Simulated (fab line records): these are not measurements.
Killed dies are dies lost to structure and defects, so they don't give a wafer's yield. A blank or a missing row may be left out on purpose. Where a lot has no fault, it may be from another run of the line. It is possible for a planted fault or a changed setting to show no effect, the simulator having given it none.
Matching of chambers | flow nand harc | NHARC_P_GATE_DESCUM_48 on rie diel-07 has 4 sister chambers
The step chemistry O2, time 3 s. 20 wafers are shown with their chamber, then 10 later ones without.

## EACH WAFER AND ITS CHAMBER
wafer  | chamber | drypump motor current A (A) | oes product au (a.u.) | rf vpp V (V)
L078.1 | 0       | 6.5                         | 1.011                 | 58.0
L078.3 | 2       | 5.4                         | 1.001                 | 58.2
L078.6 | 3       | 6.2                         | 1.012                 | 56.5
L079.1 | 2       | 5.5                         | 0.998                 | 58.0
L079.3 | 0       | 6.5                         | 1.014                 | 59.6
L079.5 | 1       | 5.3                         | 1.006                 | 57.7
L080.2 | 1       | 5.3                         | 0.990                 | 58.1
L080.3 | 3       | 6.2                         | 1.007                 | 57.7
L080.6 | 2       | 5.4                         | 0.993                 | 59.8
L081.1 | 3       | 6.2                         | 0.993                 | 56.5
L081.3 | 1       | 5.3                         | 0.994                 | 57.3
L081.5 | 3       | 6.2                         | 0.999                 | 58.2
L082.2 | 3       | 6.2                         | 1.001                 | 56.9
L082.4 | 2       | 5.5                         | 0.997                 | 59.0
L082.5 | 1       | 5.3                         | 0.991                 | 57.9
L083.1 | 3       | 6.2                         | 0.997                 | 57.7
L083.2 | 0       | 6.5                         | 1.010                 | 58.1
L083.4 | 1       | 5.2                         | 0.993                 | 57.3
L085.3 | 1       | 5.3                         | 0.986                 | 58.9
L085.5 | 3       | 6.2                         | 1.012                 | 58.0

SIGNATURES (means of the wafers above)
reading                 | chamber 0 | chamber 1 | chamber 2 | chamber 3 | scatter within a chamber
drypump motor current A | 6.500     | 5.283     | 5.450     | 6.200     | 0.0339
oes product au          | 1.01167   | 0.99333   | 0.99725   | 1.00300   | 0.00616
rf vpp V                | 58.567    | 57.867    | 58.750    | 57.357    | 0.727
Rule: for each reading, subtract the chamber's mean from the wafer's reading, divide by that reading's scatter and square the result; add these up over the readings and take the root, which gives the wafer's distance from the chamber. If the next closest chamber is less than 2 further off than the closest, the wafer can't be placed; otherwise it belongs to the closest. How the scatter is found: for the shown wafers, subtract from each reading the mean of its chamber, square and add these, divide the total by (wafers less chambers), then take the root.

## WAFERS WHOSE CHAMBER IS MISSING
wafer  | drypump motor current A (A) | oes product au (a.u.) | rf vpp V (V)
L085.6 | 6.5                         | 1.008                 | 57.8
L089.1 | 6.2                         | 1.001                 | 56.7
L089.3 | 5.3                         | 0.995                 | 58.2
L089.5 | 5.3                         | 1.006                 | 57.8
L092.2 | 5.4                         | 1.004                 | 58.8
L092.3 | 6.2                         | 1.008                 | 56.8
L092.4 | 6.5                         | 1.008                 | 59.0
L094.2 | 5.4                         | 0.993                 | 60.3
L094.4 | 6.2                         | 1.001                 | 58.1
L094.5 | 5.4                         | 0.999                 | 58.3

## WHICH CHAMBER EACH WENT THROUGH
wafer  | from the rows above     | in truth
L085.6 | 0                       | 0
L089.1 | 3                       | 3
L089.3 | 1                       | 1
L089.5 | 1                       | 1
L092.2 | 2                       | 2
L092.3 | 3                       | 3
L092.4 | 0                       | 0
L094.2 | 2                       | 2
L094.4 | 3                       | 3
L094.5 | can't be placed: 2 or 1 | 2
9 of 10 placed correctly. From these rows, 1 cannot be placed; in 1 the true chamber is one of the candidates. 0 placed wrongly.
